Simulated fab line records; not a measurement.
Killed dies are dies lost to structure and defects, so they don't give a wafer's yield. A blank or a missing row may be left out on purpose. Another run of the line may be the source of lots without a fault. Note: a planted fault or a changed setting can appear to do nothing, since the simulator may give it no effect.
fab line records	flow n5-finfet	part 1 of 2: steps 1 to 23 of 36
record: lots: 5	wafers: 15	last-day: 16
route steps=1938 shown BEOL_M5@1174 BEOL_M6@1194
lots that met no fault: taken from a fault-free run of the same line
start-h: start of the lot's first displayed wafer, in hours after the record's first day	wait-h: how many hours have passed since the lot's step before this one	" same as the row above	L1.1+2: a row that stands for several wafers	- no value present, or no start provided	* or withheld: withheld	< > ~ a bound
route shown NAME@n: names a module that has steps shown in the file, with the first one's number in the route	usual: mean/standard deviation of fault-free wafers	same: alike in all rows	chamber/n: place in a boat	sites: each site's reading	_std_site: standard deviation of those values	_edge_site: the outer-site mean with the inner-site mean subtracted	radius-mm: for every site, how far away it sits from the centre of the wafer	mask NAME#n: copy n	behind: tool/chamber where the wafer was last shaped	hold: cause of the lot's hold/its duration in hours/its outcome	device: transistor that didn't switch, given as n, p or np	end of line: tests run on the same wafers once the route is complete	step lacking rows: just its recipe	killed: not the wafer's yield, but the dies lost to structure and defects at the first sort	map: dies across one wafer; x = killed, . = not, _ = none there
set.NAME: the run value of the setting; set.NAME@STEP: its run value at that earlier step	model.NAME: the simulator's own value behind a step, which no gauge read
certain route steps with their lots: each step a table, each wafer a row
services: a tool's chamber out of use, with start hour (start-h, from the record's first day; less than 0 if before it), hours out, and reason
== steps ==
step: N5_BEOL_M5_CVD_47
recipe: material: Co	target-thk-a: 30	temp-c: withheld	precursor: CCTBA/H2	pressure-torr: 30	time-s: 216
lot.wafer	tool	chamber	start-h	wait-h
L075.1+2+6	cvd-co-02	1,0,1	180.53	0.0
L077.1+2+5	cvd-co-01	0,2,1	192.18	0.0
L079.3+5+6	cvd-co-02	0,2,0	209.04	0.1
L081.1+3+5	cvd-co-02	2,0,2	228.26	0.1
L087.1+2+5	cvd-co-02	2,1,2	270.52	0.0
step: N5_BEOL_M5_SPUTTER_48
recipe: material: Cu	target-thk-a: 150	temp-c: -20	chamber-pressure-pa: 0.07	power-w: withheld	time-s: 27.62
usual: chuck-gas-flow-sccm: 1.26/0.053	chuck-sensor-temp-C: -16.0/0.43	throttle-valve-pct: 30.2/1.1
lot.wafer	tool	chamber	start-h	wait-h	chuck-gas-flow-sccm	chuck-sensor-temp-C	throttle-valve-pct
L075.1	pvd-sputter-02	-	180.81	0.2	1.26	-15.4	30.1
L075.2	"	-	"	"	1.27	-16.0	28.4
L075.6	"	-	"	"	1.18	-16.7	29.8
L077.1	pvd-sputter-01	-	192.33	0.1	1.30	-16.8	29.8
L077.2	"	-	"	"	1.25	-15.6	31.8
L077.5	"	-	"	"	1.28	-16.3	30.0
L079.3	pvd-sputter-02	-	209.25	0.2	1.23	-16.5	29.8
L079.5	"	-	"	"	1.29	-16.5	29.7
L079.6	"	-	"	"	1.22	-16.5	32.3
L081.1	pvd-sputter-02	-	228.51	0.2	1.21	-15.9	28.2
L081.3	"	-	"	"	1.19	-16.3	31.8
L081.5	"	-	"	"	1.21	-16.0	28.2
L087.1	pvd-sputter-03	-	270.76	0.2	1.30	-15.4	30.2
L087.2	"	-	"	"	1.32	-15.9	31.3
L087.5	"	-	"	"	1.34	-15.5	30.1
step: N5_BEOL_M5_ANNEAL_49
recipe: temp-c: 400	time-s: 1800	ambient: vacuum
usual: heater-power-w: 847/70
lot.wafer	tool	chamber	start-h	wait-h	heater-power-w
L075.1	pvd-sputter-02	-	180.89	0.0	912
L075.2	"	-	"	"	827
L075.6	"	-	"	"	855
L077.1	pvd-sputter-01	-	192.41	0.0	992
L077.2	"	-	"	"	904
L077.5	"	-	"	"	750
L079.3	pvd-sputter-02	-	209.33	0.0	836
L079.5	"	-	"	"	836
L079.6	"	-	"	"	849
L081.1	pvd-sputter-02	-	228.59	0.0	810
L081.3	"	-	"	"	866
L081.5	"	-	"	"	850
L087.1	pvd-sputter-03	-	270.84	0.0	736
L087.2	"	-	"	"	900
L087.5	"	-	"	"	747
step: N5_BEOL_M5_SPUTTER_81
recipe: material: Cu	target-thk-a: 150	temp-c: -20	chamber-pressure-pa: 0.07	power-w: withheld	time-s: 27.62
usual: chuck-gas-flow-sccm: 1.26/0.051	chuck-sensor-temp-C: -16.0/0.44	throttle-valve-pct: 30.2/1.1
lot.wafer	tool	chamber	start-h	wait-h	chuck-gas-flow-sccm	chuck-sensor-temp-C	throttle-valve-pct
L075.1	pvd-sputter-02	-	181.90	0.5	1.21	-15.4	30.2
L075.2	"	-	"	"	1.18	-15.9	28.4
L075.6	"	-	"	"	1.28	-16.4	29.6
L077.1	pvd-sputter-01	-	193.42	0.5	1.28	-16.6	29.9
L077.2	"	-	"	"	1.34	-15.5	31.8
L077.5	"	-	"	"	1.27	-16.3	29.6
L079.3	pvd-sputter-02	-	210.34	0.5	1.24	-16.6	29.9
L079.5	"	-	"	"	1.26	-16.7	29.7
L079.6	"	-	"	"	1.15	-16.4	31.8
L081.1	pvd-sputter-02	-	229.59	0.5	1.28	-16.0	28.1
L081.3	"	-	"	"	1.20	-16.3	31.9
L081.5	"	-	"	"	1.34	-15.9	28.2
L087.1	pvd-sputter-03	-	271.84	0.5	1.34	-15.4	30.3
L087.2	"	-	"	"	1.26	-15.8	31.3
L087.5	"	-	"	"	1.27	-15.6	30.3
step: N5_BEOL_M5_ANNEAL_82
recipe: temp-c: 400	time-s: 1800	ambient: vacuum
usual: heater-power-w: 845/68
lot.wafer	tool	chamber	start-h	wait-h	heater-power-w
L075.1	pvd-sputter-02	-	181.98	0.0	884
L075.2	"	-	"	"	817
L075.6	"	-	"	"	828
L077.1	pvd-sputter-01	-	193.50	0.0	947
L077.2	"	-	"	"	925
L077.5	"	-	"	"	721
L079.3	pvd-sputter-02	-	210.42	0.0	823
L079.5	"	-	"	"	822
L079.6	"	-	"	"	853
L081.1	pvd-sputter-02	-	229.67	0.0	841
L081.3	"	-	"	"	869
L081.5	"	-	"	"	832
L087.1	pvd-sputter-03	-	271.92	0.0	723
L087.2	"	-	"	"	895
L087.5	"	-	"	"	737
step: N5_BEOL_M5_SPUTTER_83
recipe: material: Cu	target-thk-a: 150	temp-c: -20	chamber-pressure-pa: 0.07	power-w: withheld	time-s: 27.62
usual: chuck-gas-flow-sccm: 1.27/0.055	chuck-sensor-temp-C: -16.0/0.46	throttle-valve-pct: 30.2/1.1
lot.wafer	tool	chamber	start-h	wait-h	chuck-gas-flow-sccm	chuck-sensor-temp-C	throttle-valve-pct
L075.1	pvd-sputter-02	-	182.98	0.5	1.28	-15.5	30.1
L075.2	"	-	"	"	1.24	-15.9	28.3
L075.6	"	-	"	"	1.32	-16.5	29.8
L077.1	pvd-sputter-01	-	194.50	0.5	1.32	-16.6	30.3
L077.2	"	-	"	"	1.28	-15.7	31.8
L077.5	"	-	"	"	1.34	-16.3	29.6
L079.3	pvd-sputter-02	-	211.43	0.5	1.33	-16.6	29.4
L079.5	"	-	"	"	1.33	-16.4	29.5
L079.6	"	-	"	"	1.28	-16.4	31.7
L081.1	pvd-sputter-02	-	230.68	0.5	1.28	-15.9	28.2
L081.3	"	-	"	"	1.22	-16.4	31.8
L081.5	"	-	"	"	1.24	-15.9	28.3
L087.1	pvd-sputter-03	-	272.93	0.5	1.24	-15.4	30.3
L087.2	"	-	"	"	1.27	-15.9	31.5
L087.5	"	-	"	"	1.20	-15.5	30.2
step: N5_BEOL_M5_ANNEAL_84
recipe: temp-c: 400	time-s: 1800	ambient: vacuum
usual: heater-power-w: 845/70
lot.wafer	tool	chamber	start-h	wait-h	heater-power-w
L075.1	pvd-sputter-02	-	183.06	0.0	911
L075.2	"	-	"	"	829
L075.6	"	-	"	"	823
L077.1	pvd-sputter-01	-	194.58	0.0	986
L077.2	"	-	"	"	927
L077.5	"	-	"	"	742
L079.3	pvd-sputter-02	-	211.51	0.0	826
L079.5	"	-	"	"	843
L079.6	"	-	"	"	860
L081.1	pvd-sputter-02	-	230.76	0.0	825
L081.3	"	-	"	"	869
L081.5	"	-	"	"	803
L087.1	pvd-sputter-03	-	273.01	0.0	716
L087.2	"	-	"	"	902
L087.5	"	-	"	"	726
step: N5_BEOL_M5_SPUTTER_88
recipe: material: Cu	target-thk-a: 150	temp-c: -20	chamber-pressure-pa: 0.07	power-w: withheld	time-s: 27.62
usual: chuck-gas-flow-sccm: 1.25/0.05	chuck-sensor-temp-C: -16.0/0.43	throttle-valve-pct: 30.2/1.1
lot.wafer	tool	chamber	start-h	wait-h	chuck-gas-flow-sccm	chuck-sensor-temp-C	throttle-valve-pct
L075.1	pvd-sputter-02	-	184.07	0.5	1.30	-15.5	30.1
L075.2	"	-	"	"	1.20	-16.2	28.3
L075.6	"	-	"	"	1.36	-16.4	29.6
L077.1	pvd-sputter-01	-	195.59	0.5	1.31	-16.7	29.7
L077.2	"	-	"	"	1.20	-15.6	32.2
L077.5	"	-	"	"	1.32	-16.2	29.9
L079.3	pvd-sputter-02	-	212.51	0.5	1.26	-16.6	29.6
L079.5	"	-	"	"	1.33	-16.5	29.9
L079.6	"	-	"	"	1.18	-16.4	31.8
L081.1	pvd-sputter-02	-	231.77	0.5	1.27	-16.2	28.1
L081.3	"	-	"	"	1.25	-16.2	31.9
L081.5	"	-	"	"	1.28	-15.9	28.1
L087.1	pvd-sputter-03	-	274.02	0.5	1.27	-15.5	30.2
L087.2	"	-	"	"	1.24	-15.7	31.3
L087.5	"	-	"	"	1.25	-15.6	30.2
step: N5_BEOL_M5_ANNEAL_89
recipe: temp-c: 400	time-s: 1800	ambient: vacuum
usual: heater-power-w: 847/70
lot.wafer	tool	chamber	start-h	wait-h	heater-power-w
L075.1	pvd-sputter-02	-	184.15	0.0	916
L075.2	"	-	"	"	799
L075.6	"	-	"	"	849
L077.1	pvd-sputter-01	-	195.67	0.0	993
L077.2	"	-	"	"	902
L077.5	"	-	"	"	733
L079.3	pvd-sputter-02	-	212.59	0.0	840
L079.5	"	-	"	"	835
L079.6	"	-	"	"	873
L081.1	pvd-sputter-02	-	231.85	0.0	822
L081.3	"	-	"	"	856
L081.5	"	-	"	"	824
L087.1	pvd-sputter-03	-	274.10	0.0	726
L087.2	"	-	"	"	908
L087.5	"	-	"	"	726
step: N5_BEOL_M5_SPUTTER_90
recipe: material: Cu	target-thk-a: 45	temp-c: -20	chamber-pressure-pa: 0.07	power-w: withheld	time-s: 8.29
usual: chuck-gas-flow-sccm: 1.26/0.049	chuck-sensor-temp-C: -16.0/0.43	throttle-valve-pct: 30.2/1.1
lot.wafer	tool	chamber	start-h	wait-h	chuck-gas-flow-sccm	chuck-sensor-temp-C	throttle-valve-pct
L075.1	pvd-sputter-02	-	185.16	0.5	1.24	-15.5	30.2
L075.2	"	-	"	"	1.20	-16.0	28.5
L075.6	"	-	"	"	1.22	-16.5	29.8
L077.1	pvd-sputter-01	-	196.68	0.5	1.26	-16.7	30.1
L077.2	"	-	"	"	1.34	-15.6	32.0
L077.5	"	-	"	"	1.29	-16.3	29.9
L079.3	pvd-sputter-02	-	213.60	0.5	1.22	-16.4	29.6
L079.5	"	-	"	"	1.29	-16.6	29.8
L079.6	"	-	"	"	1.27	-16.3	31.7
L081.1	pvd-sputter-02	-	232.85	0.5	1.20	-16.0	28.4
L081.3	"	-	"	"	1.28	-16.5	31.9
L081.5	"	-	"	"	1.25	-16.0	28.3
L087.1	pvd-sputter-03	-	275.10	0.5	1.14	-15.3	30.3
L087.2	"	-	"	"	1.36	-15.9	31.3
L087.5	"	-	"	"	1.22	-15.6	30.2
step: N5_BEOL_M5_ECD_50
recipe: material: Cu	target-thk-a: 3000
lot.wafer	tool	chamber	start-h	wait-h
L075.1+2+6	ecd-cu-01	0,1,0	185.29	0.1
L077.1+2+5	ecd-cu-02	0,1,1	196.80	0.1
L079.3+5+6	ecd-cu-01	0,1,0	213.75	0.1
L081.1+3+5	ecd-cu-02	0,1,0	232.97	0.1
L087.1+2+5	ecd-cu-01	1,0,0	275.22	0.1
step: N5_BEOL_M5_ANNEAL_51
recipe: temp-c: 225	time-s: 90	ambient: N2
usual: wafer_temp_C_max: 225.85/0.24
lot.wafer	tool	chamber	start-h	wait-h	wafer_temp_C_max
L075.1	rtp-anneal-01	0	185.68	0.4	225.62
L075.2	"	0	"	"	226.25
L075.6	"	0	"	"	225.94
L077.1	rtp-anneal-02	0	197.04	0.2	225.81
L077.2	"	0	"	"	225.91
L077.5	"	0	"	"	226.34
L079.3	rtp-anneal-01	0	213.91	0.1	225.69
L079.5	"	0	"	"	225.88
L079.6	"	0	"	"	225.93
L081.1	rtp-anneal-02	0	233.06	0.1	225.79
L081.3	"	0	"	"	225.98
L081.5	"	0	"	"	225.86
L087.1	rtp-anneal-02	0	275.37	0.1	225.71
L087.2	"	0	"	"	225.86
L087.5	"	0	"	"	225.94
step: N5_BEOL_M5_CMP_52
recipe: stop-on: SiCOH_lowk	t-overpolish-s: 6.9	down-force-psi: 1	platen-rpm: 50	clearing-platen-down-force-psi: 1.5	clearing-platen-rpm: 50	post-cmp-clean: cu-alkaline	target-thk-nm: 62	clearing-platen-pad-velocity-m-s: 0.99484	pad-velocity-m-s: 0.99484
usual: barrier-field-endpoint-s: 25.2/0.59	motor-current-A: 5.9/0.83	overpolish-run-s: 6.900/0.0097	time-to-endpoint-s: 64.4/2.8
lot.wafer	tool	chamber	start-h	wait-h	barrier-field-endpoint-s	motor-current-A	overpolish-run-s	time-to-endpoint-s
L075.2	cmp-04	2	185.98	0.2	25.3	5.4	6.907	64.0
L075.1	"	0	"	"	24.7	4.6	6.901	65.6
L075.6	"	2	"	"	24.8	5.3	6.902	64.3
L077.1	cmp-02	3	197.33	0.3	25.4	4.8	6.903	66.6
L077.2	"	1	"	"	24.9	5.6	6.916	62.4
L077.5	"	0	"	"	26.3	6.3	6.891	67.0
L079.3	cmp-04	3	214.20	0.3	25.4	5.3	6.902	65.1
L079.6	"	1	"	"	26.3	6.2	6.883	64.3
L079.5	"	2	"	"	26.1	4.8	6.912	64.6
L081.1	cmp-01	3	233.37	0.3	24.9	6.1	6.919	61.4
L081.3	"	2	"	"	25.5	6.4	6.909	67.7
L081.5	"	0	"	"	24.2	7.8	6.902	60.4
L087.1	cmp-01	3	275.67	0.3	25.7	6.1	6.895	65.2
L087.2	"	1	"	"	25.5	5.9	6.914	67.0
L087.5	"	3	"	"	25.2	5.9	6.905	61.3
step: N5_BEOL_M5_THK_MEAS_53
recipe: thk-meas-gauge: xrf	reads: Cu_of_BEOL_M5_ECD_50
usual: M5_THK: 61.7/1.7
lot.wafer	tool	chamber	start-h	wait-h	M5_THK[nm]
L075.1	film-metro-02	-	186.27	-	61.7
L075.2	"	-	"	"	60.7
L075.6	"	-	"	"	61.3
L077.1	film-metro-02	-	197.63	-	62.2
L077.2	"	-	"	"	61.8
L077.5	"	-	"	"	62.0
L079.3	film-metro-02	-	214.42	-	60.6
L079.5	"	-	"	"	61.8
L079.6	"	-	"	"	61.2
L081.1	film-metro-01	-	233.66	-	64.6
L081.3	"	-	"	"	66.3
L081.5	"	-	"	"	61.5
L087.1	film-metro-02	-	275.97	-	61.3
L087.2	"	-	"	"	63.2
L087.5	"	-	"	"	62.9
step: N5_BEOL_M5_PRE_CLEAN_77
recipe: gas: NH3/H2	time-s: 15	temp-c: *	rf-power-w: 300
usual: heater-power-w: 83/7.3
lot.wafer	tool	chamber	start-h	wait-h	heater-power-w
L075.1	cvd-co-02	2	186.31	0.0	70
L075.2	"	0	"	"	77
L075.6	"	1	"	"	82
L077.1	cvd-co-02	0	197.67	0.0	77
L077.2	"	2	"	"	75
L077.5	"	1	"	"	83
L079.3	cvd-co-01	2	214.46	0.0	80
L079.5	"	2	"	"	82
L079.6	"	0	"	"	93
L081.1	cvd-co-01	0	233.70	0.0	97
L081.3	"	1	"	"	90
L081.5	"	0	"	"	94
L087.1	cvd-co-01	0	276.00	0.0	95
L087.2	"	1	"	"	88
L087.5	"	1	"	"	86
step: N5_BEOL_M5_CO_CAP_78
recipe: material: Co	target-thk-a: 20	temp-c: 200	precursor: CCTBA/H2	pressure-torr: 30	time-s: 102.1
usual: heater-power-w: 234/9.4
lot.wafer	tool	chamber	start-h	wait-h	heater-power-w
L075.1	cvd-co-02	2	186.35	0.0	214
L075.2	"	0	"	"	225
L075.6	"	1	"	"	231
L077.1	cvd-co-02	0	197.71	0.0	228
L077.2	"	2	"	"	219
L077.5	"	1	"	"	230
L079.3	cvd-co-01	2	214.50	0.0	227
L079.5	"	2	"	"	231
L079.6	"	0	"	"	246
L081.1	cvd-co-01	0	233.76	0.0	250
L081.3	"	1	"	"	236
L081.5	"	0	"	"	251
L087.1	cvd-co-01	0	276.04	0.0	252
L087.2	"	1	"	"	236
L087.5	"	1	"	"	240
step: N5_BEOL_M5_PRE_CLEAN_55
recipe: gas: NH3	time-s: 15	temp-c: withheld	rf-power-w: 300
lot.wafer	tool	chamber	start-h	wait-h
L075.1+2+6	pecvd-01	2,1,2	186.44	0.1
L077.1+2+5	pecvd-03	2,0,0	197.80	0.1
L079.3+5+6	pecvd-01	1,0,1	214.61	0.1
L081.1+3+5	pecvd-04	0,1,1	233.89	0.1
L087.1+2+5	pecvd-01	1,0,1	276.13	0.1
step: N5_BEOL_M5_DEP_56
recipe: material: SiCN	target-thk-a: 80	temp-c: withheld	precursor: 3MS/NH3	pressure-torr: 3	rf-w: 202	time-s: 14
usual: showerhead-plenum-p-Torr: 3.670/0.016	showerhead-vpp-V: 888/51	throttle-valve-pct: 8.9/0.37
lot.wafer	tool	chamber	start-h	wait-h	showerhead-plenum-p-Torr	showerhead-vpp-V	throttle-valve-pct
L075.1	pecvd-01	2	186.47	0.0	3.674	830	9.6
L075.2	"	1	"	"	3.660	836	8.7
L075.6	"	2	"	"	3.680	836	9.5
L077.1	pecvd-03	2	197.82	0.0	3.638	922	8.8
L077.2	"	0	"	"	3.696	867	9.2
L077.5	"	0	"	"	3.688	886	8.9
L079.3	pecvd-01	1	214.66	0.0	3.656	842	8.7
L079.5	"	0	"	"	3.682	872	8.9
L079.6	"	1	"	"	3.662	828	8.8
L081.1	pecvd-04	0	233.91	0.0	3.682	998	9.5
L081.3	"	1	"	"	3.672	862	8.5
L081.5	"	1	"	"	3.672	877	8.8
L087.1	pecvd-01	1	276.16	0.0	3.650	844	8.6
L087.2	"	0	"	"	3.678	865	9.1
L087.5	"	1	"	"	3.653	839	9.0
step: N5_BEOL_M5_RS_MEAS_57
recipe: thk-meas-gauge: four-point-probe	reads: Co_of_BEOL_M5_CO_CAP_78+Cu_of_BEOL_M5_ECD_50+Co_of_BEOL_M5_CVD_47+TaN_of_BEOL_M5_ALD_86
usual: M5_RS: 0.394/0.013
lot.wafer	tool	chamber	start-h	wait-h	M5_RS[ohm/sq]
L075.1	film-metro-02	-	186.54	0.0	0.393
L075.2	"	-	"	"	0.396
L075.6	"	-	"	"	0.393
L077.1	film-metro-01	-	197.89	0.0	0.390
L077.2	"	-	"	"	0.398
L077.5	"	-	"	"	0.392
L079.3	film-metro-02	-	214.73	0.1	0.404
L079.5	"	-	"	"	0.395
L079.6	"	-	"	"	0.401
L081.1	film-metro-01	-	233.98	0.0	0.379
L081.3	"	-	"	"	0.366
L081.5	"	-	"	"	0.400
L087.1	film-metro-02	-	276.23	0.0	0.394
L087.2	"	-	"	"	0.379
L087.5	"	-	"	"	0.380
step: N5_BEOL_M5_INSPECT_58
recipe: inspect-instrument: darkfield	mode: post-dep
usual: raw-defect-count: 69/20
lot.wafer	tool	chamber	start-h	wait-h	raw-defect-count
L075.1	defect-inspect-01	-	186.56	0.0	99
L075.2	"	-	"	"	52
L075.6	"	-	"	"	71
L077.1	defect-inspect-01	-	197.92	0.0	64
L077.2	"	-	"	"	62
L077.5	"	-	"	"	105
L079.3	defect-inspect-01	-	214.75	0.0	57
L079.5	"	-	"	"	121
L079.6	"	-	"	"	76
L081.1	defect-inspect-01	-	234.00	0.0	70
L081.3	"	-	"	"	67
L081.5	"	-	"	"	100
L087.1	defect-inspect-01	-	276.25	0.0	98
L087.2	"	-	"	"	96
L087.5	"	-	"	"	98
step: N5_BEOL_M6_ILD_DEP_00
recipe: material: SiCOH_lowk	target-thk-a: 1797.5	temp-c: 300	precursor: DEMS/porogen	pressure-torr: 5	rf-w: 500	time-s: 33.4
usual: heater-power-w: 332/53	showerhead-plenum-p-Torr: 5.742/0.019	showerhead-vpp-V: 1394/71	throttle-valve-pct: 13.7/0.56
lot.wafer	tool	chamber	start-h	wait-h	heater-power-w	showerhead-plenum-p-Torr	showerhead-vpp-V	throttle-valve-pct
L075.1	pecvd-03	2	186.60	0.0	297	5.724	1455	13.3
L075.2	"	0	"	"	349	5.767	1403	13.5
L075.6	"	0	"	"	362	5.756	1386	13.7
L077.1	pecvd-03	2	197.95	0.0	305	5.719	1501	13.2
L077.2	"	0	"	"	369	5.765	1409	13.6
L077.5	"	0	"	"	391	5.769	1399	13.7
L079.3	pecvd-02	1	214.79	0.0	425	5.744	1348	14.3
L079.5	"	1	"	"	435	5.743	1328	13.9
L079.6	"	2	"	"	331	5.725	1486	13.7
L081.1	pecvd-02	2	234.04	0.0	321	5.721	1493	13.5
L081.3	"	1	"	"	379	5.741	1326	14.1
L081.5	"	2	"	"	320	5.710	1502	13.7
L087.1	pecvd-03	2	276.29	0.0	349	5.734	1482	13.3
L087.2	"	1	"	"	364	5.756	1293	14.6
L087.5	"	1	"	"	372	5.741	1322	14.8
step: N5_BEOL_M6_CURE_74
recipe: temp-c: 385	time-s: 240	ambient: He/Ar	material: SiCOH_lowk
usual: lamp-power-pct: 52.31/0.057	wafer_temp_C_max: 387.0/0.78
lot.wafer	tool	chamber	start-h	wait-h	lamp-power-pct	wafer_temp_C_max
L075.1	uv-cure-03	2	186.66	0.0	52.24	388.3
L075.2	"	2	"	"	52.35	388.0
L075.6	"	2	"	"	52.28	388.1
L077.1	uv-cure-03	2	198.11	0.1	52.31	387.9
L077.2	"	2	"	"	52.37	388.1
L077.5	"	2	"	"	52.31	387.3
L079.3	uv-cure-03	1	215.06	0.2	52.25	386.5
L079.5	"	1	"	"	52.25	386.3
L079.6	"	1	"	"	52.28	386.6
L081.1	uv-cure-03	0	234.10	0.0	52.31	385.7
L081.3	"	0	"	"	52.34	385.9
L081.5	"	0	"	"	52.37	386.4
L087.1	uv-cure-02	2	276.35	0.0	52.37	387.7
L087.2	"	2	"	"	52.28	386.5
L087.5	"	2	"	"	52.21	386.6
step: N5_BEOL_M6_THK_MEAS_01
recipe: reads: SiCOH_lowk_of_BEOL_M6_ILD_DEP_00
usual: M6_ILD_THK: 154.8/2
lot.wafer	tool	chamber	start-h	wait-h	M6_ILD_THK[nm]
L075.1	film-metro-01	-	187.18	0.4	150.0
L075.2	"	-	"	"	155.1
L075.6	"	-	"	"	156.9
L077.1	film-metro-02	-	198.63	0.4	151.8
L077.2	"	-	"	"	153.5
L077.5	"	-	"	"	154.4
L079.3	film-metro-02	-	215.41	0.3	155.9
L079.5	"	-	"	"	159.2
L079.6	"	-	"	"	155.3
L081.1	film-metro-01	-	234.62	0.4	154.9
L081.3	"	-	"	"	155.2
L081.5	"	-	"	"	155.9
L087.1	film-metro-01	-	276.87	0.4	153.4
L087.2	"	-	"	"	152.3
L087.5	"	-	"	"	154.2
